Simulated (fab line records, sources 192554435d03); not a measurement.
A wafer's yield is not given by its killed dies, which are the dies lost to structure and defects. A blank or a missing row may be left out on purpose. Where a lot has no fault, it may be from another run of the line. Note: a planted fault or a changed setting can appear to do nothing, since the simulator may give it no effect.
fab line records	flow n5-finfet
[record] lots = 13	wafers = 36	last-day = 18
route steps=1938 shown STI_FIN_REVEAL@184 PASSIVATION@1936
lots with no fault: from the same line, run without faults
start-h: start of the lot's first displayed wafer, in hours after the record's first day	wait-h: hours since the lot's step before	" the same as in the row above	L1.1+2: a single row standing in for several wafers	- no value present, or no start provided	* or withheld: withheld	< > ~ a bound
route shown NAME@n: a module of which the file shows steps, and the number in the route of the first	usual: mean/standard deviation taken from wafers without a fault	same: alike in all rows	chamber/n: place in a boat	sites: readings site by site	_std_site: the values' standard deviation	_edge_site: mean of outer sites minus mean of inner sites	radius-mm: how far each site lies from the wafer's centre	mask NAME#n: copy n	behind: the tool/chamber that last shaped the wafer	hold: reason for holding the lot/hours on hold/outcome of the hold	device: whichever transistor did not switch (one of n, p or np)	end of line: the same wafers' tests at the end of the route	a step without rows: its recipe alone	killed: count of dies lost to structure and defects at first sort (not the wafer's yield)	map: a wafer's dies, x killed, . not, _ none there
set.NAME: the run value of the setting; set.NAME@STEP: its run value at that earlier step	model.NAME: the simulator's own value behind a step, which no gauge read
a sample of lots followed through the steps of the route, with each step as a table and each wafer as a row
services: a tool's chamber out of use, with start hour (start-h, from the record's first day; less than 0 if before it), hours out, and reason
[[steps]]
[step N5_STI_FIN_REVEAL_ALD_14]
[recipe] material = Si3N4	target-thk-a = 30	temp-c = 400	ald-precursor-family = SiH2I2	ald-co-reactant = N2/H2-plasma	pressure-torr = 2
[usual] heater-power-w = 835/78
lot.wafer	tool	chamber	start-h	wait-h	heater-power-w
L389.3	ald-sin-04	3	28.81	0.0	886
L389.4	"	0	"	"	710
L389.5	"	0	"	"	704
L390.3	ald-sin-04	2	34.07	0.0	876
L390.4	"	3	"	"	896
L390.6	"	1	"	"	753
L392.1	ald-sin-02	1	47.01	0.0	946
L392.3	"	3	"	"	847
L392.6	"	2	"	"	886
L393.1	ald-sin-01	0	52.46	0.0	815
L393.4	"	0	"	"	832
L393.5	"	2	"	"	837
L394.1	ald-sin-01	0	58.92	0.0	826
L394.3	"	3	"	"	1023
L396.1	ald-sin-04	1	70.56	0.0	750
L396.3	"	3	"	"	903
L396.6	"	3	"	"	899
L397.4	ald-sin-04	3	76.12	0.1	897
L397.5	"	1	"	"	758
L398.3	ald-sin-04	3	82.61	0.0	895
L398.5	"	0	"	"	699
L398.6	"	3	"	"	907
L399.2	ald-sin-04	1	89.25	0.0	742
L399.5	"	3	"	"	888
L399.6	"	1	"	"	772
L400.2	ald-sin-01	3	97.34	0.0	999
L400.3	"	2	"	"	827
L400.5	"	0	"	"	811
L401.2	ald-sin-01	3	101.35	0.0	1004
L401.3	"	0	"	"	816
L401.6	"	0	"	"	818
L406.4	ald-sin-02	2	131.09	0.1	869
L406.5	"	3	"	"	794
L410.4	ald-sin-01	0	158.14	0.0	818
L410.5	"	0	"	"	820
L410.6	"	1	"	"	871
[step N5_STI_FIN_REVEAL_THK_MEAS_05]
[usual] thk-nm = 131.9/1.3
lot.wafer	tool	chamber	start-h	wait-h	thk-nm
L389.3	film-metro-02	-	34.16	-	132.0
L389.4	"	-	"	"	131.8
L389.5	"	-	"	"	132.9
L390.3	film-metro-01	-	39.40	-	134.9
L390.4	"	-	"	"	133.5
L390.6	"	-	"	"	133.2
L392.1	film-metro-02	-	53.55	-	130.9
L392.3	"	-	"	"	130.5
L392.6	"	-	"	"	132.8
L393.1	film-metro-01	-	58.39	-	133.9
L393.4	"	-	"	"	133.4
L393.5	"	-	"	"	133.6
L394.1	film-metro-02	-	64.36	-	132.3
L394.3	"	-	"	"	133.4
L396.1	film-metro-02	-	75.92	-	131.9
L396.3	"	-	"	"	129.5
L396.6	"	-	"	"	130.2
L397.4	film-metro-02	-	81.34	-	128.9
L397.5	"	-	"	"	130.0
L398.3	film-metro-01	-	87.95	-	131.0
L398.5	"	-	"	"	131.1
L398.6	"	-	"	"	130.0
L399.2	film-metro-01	-	94.58	-	131.7
L399.5	"	-	"	"	132.0
L399.6	"	-	"	"	131.7
L400.2	film-metro-02	-	102.67	-	132.8
L400.3	"	-	"	"	132.7
L400.5	"	-	"	"	132.0
L401.2	film-metro-01	-	106.69	-	129.9
L401.3	"	-	"	"	130.5
L401.6	"	-	"	"	130.2
L406.4	film-metro-02	-	136.32	-	134.2
L406.5	"	-	"	"	132.2
L410.4	film-metro-01	-	163.47	-	130.0
L410.5	"	-	"	"	130.1
L410.6	"	-	"	"	131.4
[step N5_STI_FIN_REVEAL_DENSIFY_30]
[recipe] temp-c = *	time-s = *	ambient = N2	idle-temp-c = 600	ramp-up-c-per-s = 150	ramp-down-c-per-s = 60	cool-to-c = 600
[usual] lamp-power-pct = 11.53/0.057	lamp_zone_3_pct = 11.529/0.021	wafer_temp_C_max = *
lot.wafer	tool	chamber	start-h	wait-h	lamp-power-pct	lamp_zone_3_pct	wafer_temp_C_max
L389.3	rtp-anneal-02	0	34.25	0.1	11.48	11.530	*
L389.4	"	0	"	"	11.49	11.509	*
L389.5	"	0	"	"	11.53	11.549	*
L390.3	rtp-anneal-01	0	39.49	0.1	11.48	11.516	*
L390.4	"	0	"	"	11.53	11.565	*
L390.6	"	0	"	"	11.54	11.569	*
L392.1	rtp-anneal-01	0	53.80	0.3	11.54	11.550	*
L392.3	"	0	"	"	11.56	11.555	*
L392.6	"	0	"	"	11.50	11.516	*
L393.1	rtp-anneal-01	0	58.66	0.3	11.53	11.566	*
L393.4	"	0	"	"	11.57	11.520	*
L393.5	"	0	"	"	11.55	11.511	*
L394.1	rtp-anneal-01	0	65.04	0.7	11.47	11.534	*
L394.3	"	0	"	"	11.47	11.535	*
L396.1	rtp-anneal-01	0	76.02	0.1	11.59	11.525	*
L396.3	"	0	"	"	11.70	11.489	*
L396.6	"	0	"	"	11.54	11.500	*
L397.4	rtp-anneal-01	0	81.75	0.4	11.43	11.536	*
L397.5	"	0	"	"	11.49	11.512	*
L398.3	rtp-anneal-01	0	88.50	0.6	11.48	11.529	*
L398.5	"	0	"	"	11.59	11.523	*
L398.6	"	0	"	"	11.56	11.524	*
L399.2	rtp-anneal-01	0	94.89	0.3	11.57	11.503	*
L399.5	"	0	"	"	11.54	11.501	*
L399.6	"	0	"	"	11.42	11.521	*
L400.2	rtp-anneal-01	0	102.92	0.2	11.54	11.533	*
L400.3	"	0	"	"	11.51	11.522	*
L400.5	"	0	"	"	11.59	11.516	*
L401.2	rtp-anneal-01	0	106.80	0.1	11.51	11.522	*
L401.3	"	0	"	"	11.54	11.537	*
L401.6	"	0	"	"	11.58	11.547	*
L406.4	rtp-anneal-02	0	136.70	0.4	11.65	11.525	*
L406.5	"	0	"	"	11.60	11.524	*
L410.4	rtp-anneal-01	0	163.59	0.1	11.61	11.533	*
L410.5	"	0	"	"	11.57	11.526	*
L410.6	"	0	"	"	11.60	11.522	*
[step N5_STI_FIN_REVEAL_RECESS_09]
[recipe] chemistry = HF/NH3	target = SiO2	afs-cycles = 11	target-depth-a = 425	temp-c = 30	sublimation-temp-c = 180	sublimation-time-s = 60
[usual] drypump-motor-current-A = 6.09/0.23
lot.wafer	tool	chamber	start-h	wait-h	drypump-motor-current-A
L389.3	vapor-etch-01	0	35.34	0.6	5.88
L389.4	"	1	"	"	6.58
L389.5	"	0	"	"	5.89
L390.3	vapor-etch-02	0	40.59	0.6	5.89
L390.4	"	1	"	"	6.13
L390.6	"	0	"	"	5.91
L392.1	vapor-etch-01	0	54.27	0.0	5.90
L392.3	"	1	"	"	6.57
L392.6	"	1	"	"	6.57
L393.1	vapor-etch-01	1	59.13	0.0	6.56
L393.4	"	1	"	"	6.56
L393.5	"	0	"	"	5.86
L394.1	vapor-etch-02	1	65.54	0.0	6.14
L394.3	"	0	"	"	5.97
L396.1	vapor-etch-02	0	76.61	0.0	5.92
L396.3	"	0	"	"	5.97
L396.6	"	0	"	"	5.94
L397.4	vapor-etch-02	1	82.65	0.6	6.13
L397.5	"	1	"	"	6.13
L398.3	vapor-etch-02	0	89.43	0.6	5.94
L398.5	"	1	"	"	6.14
L398.6	"	0	"	"	5.95
L399.2	vapor-etch-01	1	95.41	0.0	6.56
L399.5	"	1	96.47	1.1	6.55
L399.6	"	0	"	"	5.90
L400.2	vapor-etch-02	1	103.40	0.0	6.12
L400.3	"	0	"	"	5.91
L400.5	"	0	"	"	5.95
L401.2	vapor-etch-02	0	107.23	0.0	5.94
L401.3	"	0	"	"	5.96
L401.6	"	1	"	"	6.13
L406.4	vapor-etch-02	0	137.60	0.6	5.91
L406.5	"	0	"	"	5.91
L410.4	vapor-etch-01	0	164.50	0.6	5.87
L410.5	"	1	"	"	6.57
L410.6	"	0	"	"	5.88
[step N5_STI_FIN_REVEAL_FIN_H_MEAS_10]
[usual] trench-depth-nm = 51.9/0.83
lot.wafer	tool	chamber	start-h	wait-h	trench-depth-nm
L389.3	ocd-02	-	37.52	0.0	53.0
L389.4	"	-	"	"	52.4
L389.5	"	-	"	"	52.8
L390.3	ocd-01	-	42.77	0.0	51.8
L390.4	"	-	"	"	54.1
L390.6	"	-	"	"	52.5
L392.1	ocd-01	-	56.99	0.0	53.0
L392.3	"	-	"	"	51.8
L392.6	"	-	"	"	52.4
L393.1	ocd-02	-	61.83	0.0	50.9
L393.4	"	-	"	"	52.1
L393.5	"	-	"	"	52.3
L394.1	ocd-02	-	68.24	0.0	52.5
L394.3	"	-	"	"	51.5
L396.1	ocd-02	-	79.31	0.0	52.3
L396.3	"	-	"	"	53.3
L396.6	"	-	"	"	52.5
L397.4	ocd-01	-	84.83	0.0	51.2
L397.5	"	-	"	"	52.5
L398.3	ocd-02	-	91.60	0.0	52.0
L398.5	"	-	"	"	51.9
L398.6	"	-	"	"	50.9
L399.2	ocd-01	-	98.11	0.0	52.0
L399.5	"	-	"	"	51.7
L399.6	"	-	"	"	51.8
L400.2	ocd-01	-	106.10	0.0	52.6
L400.3	"	-	"	"	52.9
L400.5	"	-	"	"	52.9
L401.2	ocd-01	-	109.93	0.0	51.7
L401.3	"	-	"	"	51.0
L401.6	"	-	"	"	51.9
L406.4	ocd-01	-	139.78	0.0	47.6
L406.5	"	-	"	"	48.1
L410.4	ocd-02	-	166.82	0.0	51.4
L410.5	"	-	"	"	51.7
L410.6	"	-	"	"	52.7
[step N5_PASSIVATION_PROBE_49]
[usual] killed_at_M0_to_M3 = 35/11	killed_at_M4_up = 14/5.4	killed-at-contacts = 13/6	killed-at-front-end = 38/11	killed-at-other = 3.4/2.6	killed-dies = 104/19	killed-open = 68/13	killed-short = 34/8.5
[same] gross-dies = 1180	killed-at-back-side = 0
lot.wafer	tool	chamber	start-h	wait-h	killed_at_M0_to_M3	killed_at_M4_up	killed-at-contacts	killed-at-front-end	killed-at-other	killed-dies	killed-open	killed-short
L389.3	prober-01	-	315.18	0.1	32	20	12	48	4	116	76	38
L389.4	prober-01	-	315.23	0.2	48	16	13	25	4	106	62	38
L389.5	prober-01	-	315.28	0.2	49	12	9	36	2	108	74	34
L390.3	prober-02	-	320.37	0.3	39	13	10	34	5	101	67	32
L390.4	prober-02	-	320.42	0.3	29	19	6	19	1	74	48	26
L390.6	prober-02	-	320.52	0.4	34	9	4	24	5	76	54	22
L394.1	prober-01	-	321.35	0.0	48	17	15	42	3	125	85	36
L394.3	prober-01	-	321.45	0.1	41	14	9	38	0	102	74	28
L397.4	prober-01	-	331.64	0.2	25	13	11	36	3	88	60	26
L397.5	prober-01	-	331.69	0.2	39	9	17	36	4	105	63	41
L392.1	prober-02	-	332.81	0.0	33	8	17	35	4	97	67	29
L392.3	prober-02	-	332.91	0.1	40	9	16	36	3	104	65	35
L392.6	prober-02	-	333.06	0.3	46	16	20	32	1	115	73	35
L396.1	prober-01	-	333.48	0.0	25	10	8	43	5	91	66	17
L396.3	prober-01	-	333.58	0.1	54	8	12	46	0	120	67	52
L396.6	prober-01	-	333.73	0.3	30	7	7	42	0	86	59	23
L393.1	prober-01	-	353.79	0.0	28	17	11	35	4	95	63	32
L393.4	prober-01	-	353.94	0.2	27	13	13	24	1	78	52	26
L393.5	prober-01	-	353.99	0.2	14	15	14	31	2	76	50	25
L399.2	prober-02	-	355.92	0.1	31	11	11	39	4	96	72	23
L399.5	prober-02	-	356.07	0.2	44	21	7	44	5	121	82	39
L399.6	prober-02	-	356.12	0.3	57	23	12	50	4	146	95	49
L398.3	prober-02	-	362.69	0.1	19	8	5	38	8	78	47	31
L398.5	prober-02	-	362.79	0.2	40	14	4	17	6	81	46	34
L398.6	prober-02	-	362.84	0.3	52	6	4	24	2	88	52	34
L400.2	prober-01	-	367.17	0.1	36	15	12	37	2	102	61	41
L400.3	prober-01	-	367.22	0.1	55	14	12	32	8	121	82	39
L400.5	prober-01	-	367.32	0.2	37	9	16	39	1	102	67	35
L401.2	prober-01	-	370.04	0.1	47	12	7	31	6	103	72	26
L401.3	prober-01	-	370.09	0.1	38	9	10	60	5	122	79	42
L401.6	prober-01	-	370.24	0.3	32	17	4	32	9	94	57	37
L406.4	prober-01	-	410.38	0.2	38	17	19	48	1	123	77	35
L406.5	prober-01	-	410.43	0.2	34	12	14	31	3	94	63	31
L410.4	prober-01	-	422.32	0.6	26	15	10	37	3	91	62	29
L410.5	prober-01	-	422.37	0.6	21	10	2	34	0	67	50	17
L410.6	prober-01	-	422.42	0.7	16	21	18	26	2	83	61	21
// killed by level:class
L389.3 FIN_SAQP:geometric-particle:short=13 FIN_SAQP:geometric-particle:open=9 STI_FIN_REVEAL:geometric-particle:open=9 MOL_CONTACT_COAG:geometric-particle:open=9 BEOL_M4:geometric-particle:open=9 BEOL_M3:geometric-particle:open=8 BEOL_M2:geometric-particle:short=5 GATE_CUT:geometric-particle:short=5
L389.4 BEOL_M3:geometric-particle:open=15 MOL_CONTACT_COAG:geometric-particle:open=10 BEOL_M0_SAQP:geometric-particle:short=9 BEOL_M4:geometric-particle:open=8 BEOL_M2:geometric-particle:open=6 FIN_SAQP:geometric-particle:short=4 GATE_CUT:geometric-particle:short=4 BEOL_M0:geometric-particle:short=4
L389.5 BEOL_M2:geometric-particle:open=17 STI_FIN_REVEAL:geometric-particle:open=11 FIN_SAQP:geometric-particle:open=9 BEOL_M0_SAQP:geometric-particle:open=7 MOL_CONTACT_COAG:geometric-particle:open=6 BEOL_M0_SAQP:geometric-particle:short=5 BEOL_M2:geometric-particle:short=5 FIN_SAQP:geometric-particle:short=4
L390.3 FIN_SAQP:geometric-particle:open=9 MOL_CONTACT_COAG:geometric-particle:open=9 BEOL_M3:geometric-particle:open=8 BEOL_M0_SAQP:geometric-particle:short=7 BEOL_M0_SAQP:geometric-particle:open=6 BEOL_M2:geometric-particle:open=6 BEOL_M1:geometric-particle:open=5 BEOL_M3:geometric-particle:short=5
L390.4 BEOL_M0_SAQP:geometric-particle:short=9 BEOL_M4:geometric-particle:open=8 BEOL_M1:geometric-particle:open=7 STI_FIN_REVEAL:geometric-particle:open=6 GATE_CUT:geometric-particle:short=4 MOL_CONTACT_COAG:geometric-particle:open=4 BEOL_M0_SAQP:geometric-particle:open=4 BEOL_M5:geometric-particle:open=4
L390.6 BEOL_M1:geometric-particle:open=10 BEOL_M3:geometric-particle:open=7 STARTING-WAFER:geometric-particle:short=6 FIN_SAQP:geometric-particle:open=5 BEOL_M0_SAQP:geometric-particle:open=5 DUMMY_GATE:geometric-particle:open=4 MOL_CONTACT_COAG:geometric-particle:open=4 BEOL_M0_SAQP:geometric-particle:short=4
L394.1 BEOL_M2:geometric-particle:open=14 MOL_CONTACT_COAG:geometric-particle:open=11 FIN_SAQP:geometric-particle:open=8 BEOL_M1:geometric-particle:open=8 BEOL_M4:geometric-particle:open=7 BEOL_M0_SAQP:geometric-particle:open=6 STI_FIN_REVEAL:geometric-particle:open=6 BEOL_M0:geometric-particle:open=6
L394.3 BEOL_M0_SAQP:geometric-particle:open=10 STI_FIN_REVEAL:geometric-particle:open=8 FIN_SAQP:geometric-particle:open=7 MOL_CONTACT_COAG:geometric-particle:open=7 BEOL_M0_SAQP:geometric-particle:short=7 BEOL_M2:geometric-particle:open=7 BEOL_M0:geometric-particle:open=7 BEOL_M4:geometric-particle:open=7
L397.4 FIN_SAQP:geometric-particle:open=11 MOL_CONTACT_COAG:geometric-particle:open=10 BEOL_M3:geometric-particle:open=7 BEOL_M2:geometric-particle:open=6 FIN_SAQP:geometric-particle:short=4 BEOL_M1:geometric-particle:open=4 BEOL_M3:geometric-particle:short=4 STI_FIN_REVEAL:geometric-particle:open=3
L397.5 MOL_CONTACT_COAG:geometric-particle:open=15 BEOL_M2:geometric-particle:open=9 BEOL_M3:geometric-particle:short=8 BEOL_M3:geometric-particle:open=7 FIN_SAQP:geometric-particle:open=5 GATE_CUT:geometric-particle:short=5 BEOL_M2:geometric-particle:short=5 FIN_SAQP:geometric-particle:short=4
L392.1 BEOL_M0_SAQP:geometric-particle:open=13 MOL_CONTACT_COAG:geometric-particle:open=9 DUMMY_GATE:geometric-particle:open=8 MOL_CONTACT_COAG:geometric-particle:short=8 FIN_SAQP:geometric-particle:open=6 STARTING-WAFER:geometric-particle:open=6 BEOL_M1:geometric-particle:open=6 BEOL_M0_SAQP:geometric-particle:short=5
L392.3 STI_FIN_REVEAL:geometric-particle:open=11 MOL_CONTACT_COAG:geometric-particle:open=10 BEOL_M1:geometric-particle:open=10 BEOL_M2:geometric-particle:open=9 BEOL_M1:geometric-particle:short=7 MOL_CONTACT_COAG:geometric-particle:short=6 FIN_SAQP:geometric-particle:short=5 GATE_CUT:geometric-particle:short=5
L392.6 MOL_CONTACT_COAG:geometric-particle:open=16 BEOL_M0_SAQP:geometric-particle:short=11 BEOL_M2:geometric-particle:open=11 BEOL_M1:geometric-particle:open=8 BEOL_M4:geometric-particle:open=8 FIN_SAQP:geometric-particle:short=5 STI_FIN_REVEAL:geometric-particle:open=5 BEOL_M3:geometric-particle:open=5
L396.1 FIN_SAQP:geometric-particle:open=12 HKMG_FIN:area-etch=8 STI_FIN_REVEAL:geometric-particle:open=7 MOL_CONTACT_COAG:geometric-particle:open=7 BEOL_M2:geometric-particle:open=7 BEOL_M0_SAQP:geometric-particle:open=6 GATE_CUT:geometric-particle:open=5 BEOL_M1:geometric-particle:open=5
L396.3 BEOL_M0_SAQP:geometric-particle:short=20 BEOL_M0_SAQP:geometric-particle:open=12 FIN_SAQP:geometric-particle:open=10 STI_FIN_REVEAL:geometric-particle:open=8 GATE_CUT:geometric-particle:short=8 BEOL_M1:geometric-particle:open=8 FIN_SAQP:geometric-particle:short=7 MOL_CONTACT_COAG:geometric-particle:open=6
L396.6 FIN_SAQP:geometric-particle:open=10 BEOL_M1:geometric-particle:open=9 STI_FIN_REVEAL:geometric-particle:open=8 GATE_CUT:geometric-particle:short=8 BEOL_M2:geometric-particle:open=8 BEOL_M0_SAQP:geometric-particle:short=7 STARTING-WAFER:geometric-particle:open=5 MOL_CONTACT_COAG:geometric-particle:open=5
L393.1 FIN_SAQP:geometric-particle:short=9 BEOL_M0_SAQP:geometric-particle:open=9 MOL_CONTACT_COAG:geometric-particle:open=8 STI_FIN_REVEAL:geometric-particle:open=7 BEOL_M4:geometric-particle:open=7 FIN_SAQP:geometric-particle:open=6 BEOL_M0_SAQP:geometric-particle:short=6 GATE_CUT:geometric-particle:open=6
L393.4 BEOL_M0_SAQP:geometric-particle:open=13 MOL_CONTACT_COAG:geometric-particle:open=12 BEOL_M0_SAQP:geometric-particle:short=7 BEOL_M4:geometric-particle:open=6 FIN_SAQP:geometric-particle:short=4 STI_FIN_REVEAL:geometric-particle:open=4 GATE_CUT:geometric-particle:short=4 BEOL_M1:geometric-particle:open=3
L393.5 MOL_CONTACT_COAG:geometric-particle:open=13 FIN_SAQP:geometric-particle:short=10 GATE_CUT:geometric-particle:open=7 BEOL_M4:geometric-particle:open=7 BEOL_M0_SAQP:geometric-particle:open=4 BEOL_M1:geometric-particle:open=4 STARTING-WAFER:geometric-particle:short=4 FIN_CUT:geometric-particle:open=3
L399.2 BEOL_M0_SAQP:geometric-particle:open=11 MOL_CONTACT_COAG:geometric-particle:open=9 DUMMY_GATE:geometric-particle:open=8 FIN_SAQP:geometric-particle:open=5 STI_FIN_REVEAL:geometric-particle:open=5 STARTING-WAFER:geometric-particle:short=5 GATE_CUT:geometric-particle:short=4 GATE_CUT:geometric-particle:open=4
L399.5 FIN_SAQP:geometric-particle:open=15 STI_FIN_REVEAL:geometric-particle:open=10 FIN_SAQP:geometric-particle:short=9 BEOL_M0_SAQP:geometric-particle:open=9 BEOL_M2:geometric-particle:open=8 BEOL_M0_SAQP:geometric-particle:short=7 BEOL_M4:geometric-particle:open=7 MOL_CONTACT_COAG:geometric-particle:open=6
L399.6 FIN_SAQP:geometric-particle:open=12 BEOL_M0_SAQP:geometric-particle:short=11 MOL_CONTACT_COAG:geometric-particle:open=10 BEOL_M2:geometric-particle:open=9 FIN_SAQP:geometric-particle:short=8 BEOL_M0_SAQP:geometric-particle:open=8 BEOL_M1:geometric-particle:open=8 BEOL_M5:geometric-particle:open=8
L398.3 FIN_SAQP:geometric-particle:open=11 BEOL_M0_SAQP:geometric-particle:short=7 FIN_SAQP:geometric-particle:short=6 MOL_CONTACT_COAG:geometric-particle:open=5 PASS1_CAP:geometric-particle:open=5 BEOL_M2:geometric-particle:open=4 STARTING-WAFER:geometric-particle:short=4 BEOL_M3:geometric-particle:short=3
L398.5 BEOL_M2:geometric-particle:open=9 BEOL_M4:geometric-particle:open=9 BEOL_M3:geometric-particle:open=7 FIN_SAQP:geometric-particle:short=6 BEOL_M0_SAQP:geometric-particle:open=6 BEOL_M0_SAQP:geometric-particle:short=5 PASS1_CAP:geometric-particle:short=5 BEOL_M2:geometric-particle:short=4
L398.6 BEOL_M3:geometric-particle:open=13 BEOL_M0_SAQP:geometric-particle:short=12 BEOL_M0_SAQP:geometric-particle:open=11 FIN_SAQP:geometric-particle:open=5 BEOL_M0:geometric-particle:open=5 FIN_SAQP:geometric-particle:short=4 MOL_CONTACT_COAG:geometric-particle:open=3 BEOL_M2:geometric-particle:open=3
L400.2 FIN_SAQP:geometric-particle:open=9 BEOL_M0_SAQP:geometric-particle:short=9 GATE_CUT:geometric-particle:short=8 MOL_CONTACT_COAG:geometric-particle:open=7 STI_FIN_REVEAL:geometric-particle:open=6 BEOL_M1:geometric-particle:open=6 BEOL_M2:geometric-particle:open=6 BEOL_M3:geometric-particle:open=6
L400.3 BEOL_M0_SAQP:geometric-particle:short=13 BEOL_M0_SAQP:geometric-particle:open=12 BEOL_M3:geometric-particle:open=12 MOL_CONTACT_COAG:geometric-particle:open=11 STI_FIN_REVEAL:geometric-particle:open=8 BEOL_M2:geometric-particle:open=7 BEOL_M1:geometric-particle:open=5 STI_FIN_REVEAL:geometric-particle:short=4
L400.5 MOL_CONTACT_COAG:geometric-particle:open=11 FIN_SAQP:geometric-particle:open=10 BEOL_M2:geometric-particle:open=10 FIN_SAQP:geometric-particle:short=7 BEOL_M3:geometric-particle:open=7 MOL_CONTACT_COAG:geometric-particle:short=5 BEOL_M0_SAQP:geometric-particle:open=5 BEOL_M0_SAQP:geometric-particle:short=5
L401.2 BEOL_M2:geometric-particle:open=21 STI_FIN_REVEAL:geometric-particle:open=10 STI_FIN_REVEAL:geometric-particle:short=6 MOL_CONTACT_COAG:geometric-particle:open=6 BEOL_M0_SAQP:geometric-particle:short=5 BEOL_M3:geometric-particle:open=5 HKMG_FIN:area-etch=5 BEOL_M1:geometric-particle:open=4
L401.3 FIN_SAQP:geometric-particle:open=22 FIN_SAQP:geometric-particle:short=15 BEOL_M2:geometric-particle:open=14 BEOL_M1:geometric-particle:open=7 GATE_CUT:geometric-particle:open=6 MOL_CONTACT_COAG:geometric-particle:short=6 BEOL_M0_SAQP:geometric-particle:short=6 GATE_CUT:geometric-particle:short=5
L401.6 BEOL_M1:geometric-particle:open=9 BEOL_M4:geometric-particle:open=9 FIN_SAQP:geometric-particle:open=7 BEOL_M2:geometric-particle:open=7 STI_FIN_REVEAL:geometric-particle:open=6 BEOL_M0_SAQP:geometric-particle:short=5 BEOL_M2:geometric-particle:short=5 FIN_SAQP:geometric-particle:short=4
L406.4 MOL_CONTACT_COAG:geometric-particle:open=16 STI_FIN_REVEAL:geometric-particle:open=10 HKMG_FIN:area-etch=10 BEOL_M0:geometric-particle:open=9 BEOL_M2:geometric-particle:open=9 GATE_CUT:geometric-particle:short=6 BEOL_M4:geometric-particle:open=6 BEOL_M3:geometric-particle:open=6
L406.5 BEOL_M0_SAQP:geometric-particle:open=14 MOL_CONTACT_COAG:geometric-particle:open=11 FIN_SAQP:geometric-particle:open=7 GATE_CUT:geometric-particle:short=7 BEOL_M0_SAQP:geometric-particle:short=6 FIN_SAQP:geometric-particle:short=5 BEOL_M2:geometric-particle:open=5 BEOL_M3:geometric-particle:open=5
L410.4 FIN_SAQP:geometric-particle:open=11 MOL_CONTACT_COAG:geometric-particle:open=10 FIN_SAQP:geometric-particle:short=6 BEOL_M2:geometric-particle:open=6 BEOL_M0:geometric-particle:open=5 STI_FIN_REVEAL:geometric-particle:open=4 DUMMY_GATE:geometric-particle:open=4 BEOL_M3:geometric-particle:open=4
L410.5 STI_FIN_REVEAL:geometric-particle:open=12 FIN_SAQP:geometric-particle:short=6 BEOL_M0:geometric-particle:open=6 BEOL_M2:geometric-particle:open=6 STARTING-WAFER:geometric-particle:open=5 FIN_SAQP:geometric-particle:open=4 BEOL_M4:geometric-particle:open=4 BEOL_M0_SAQP:geometric-particle:short=3
L410.6 MOL_CONTACT_COAG:geometric-particle:open=16 BEOL_M4:geometric-particle:open=11 BEOL_M0_SAQP:geometric-particle:short=7 STI_FIN_REVEAL:geometric-particle:open=5 DUMMY_GATE:geometric-particle:open=5 FIN_SAQP:geometric-particle:open=4 BEOL_M2:geometric-particle:open=4 GATE_CUT:geometric-particle:short=3
[[services]]
tool	chamber	start-h	hours	kind
ald-sin-01	0	7.85	-	clean
ald-sin-01	1	7.85	-	clean
ald-sin-01	2	7.85	-	clean
ald-sin-01	3	7.85	-	clean
ald-sin-01	1	45.54	2.6	repair
ald-sin-01	1	52.24	11.0	repair
ald-sin-04	-	57.27	6.0	pm
rtp-anneal-02	-	57.36	56.7	pm
ald-sin-04	-	77.28	0.6	repair
ald-sin-02	-	85.26	14.0	pm
ald-sin-02	0	85.26	14.0	vent-cycle
ald-sin-02	1	85.26	14.0	vent-cycle
ald-sin-02	2	85.26	14.0	vent-cycle
ald-sin-02	3	85.26	14.0	vent-cycle
ald-sin-01	-	89.32	6.1	pm
ald-sin-02	0	99.26	-	clean
ald-sin-02	1	99.26	-	clean
ald-sin-02	2	99.26	-	clean
ald-sin-02	3	99.26	-	clean
ald-sin-04	1	111.15	-	calibration
ald-sin-01	3	111.29	1.9	repair
rtp-anneal-01	-	114.21	3.2	pm
[[key]]
[first-sign] step = N5_STI_FIN_REVEAL_FIN_H_MEAS_10	reading = trench-depth-nm	direction = down	sigmas = 4.9	usual = 51.9	struck = 47.8
effect none on later readings
met-at N5_STI_FIN_REVEAL_RECESS_09
struck-lots L406
struck-wafers L406.4,L406.5
tester-left-out L406
[baseline-loss] step = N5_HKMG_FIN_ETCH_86	wafers = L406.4
not-acting-at N5_STI_FIN_REVEAL_ALD_14,N5_STI_FIN_REVEAL_THK_MEAS_05,N5_STI_FIN_REVEAL_DENSIFY_30
onset-between 107.23 137.60
[fault] kind = process-parameter-drift	tool = vapor-etch-02	chamber = 0	onset-h = 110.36	steps = N5_STI_FIN_REVEAL_RECESS_09	channel = target-depth-a	offset = -30.95	shape = step	acts-in = these-recipes-only	stated = 425
// tester-left-out: of these lots the tester's yield and bins aren't shown, on N5 and GAA mostly nor the transistor test; their killed dies are dies lost to structure and defects alone, not to doping, threshold or leakage, so they don't give the yield
// baseline-loss: these wafers lose ten dies or more at that step, a loss of the line's own and not of a fault; the sort's usual values leave them out
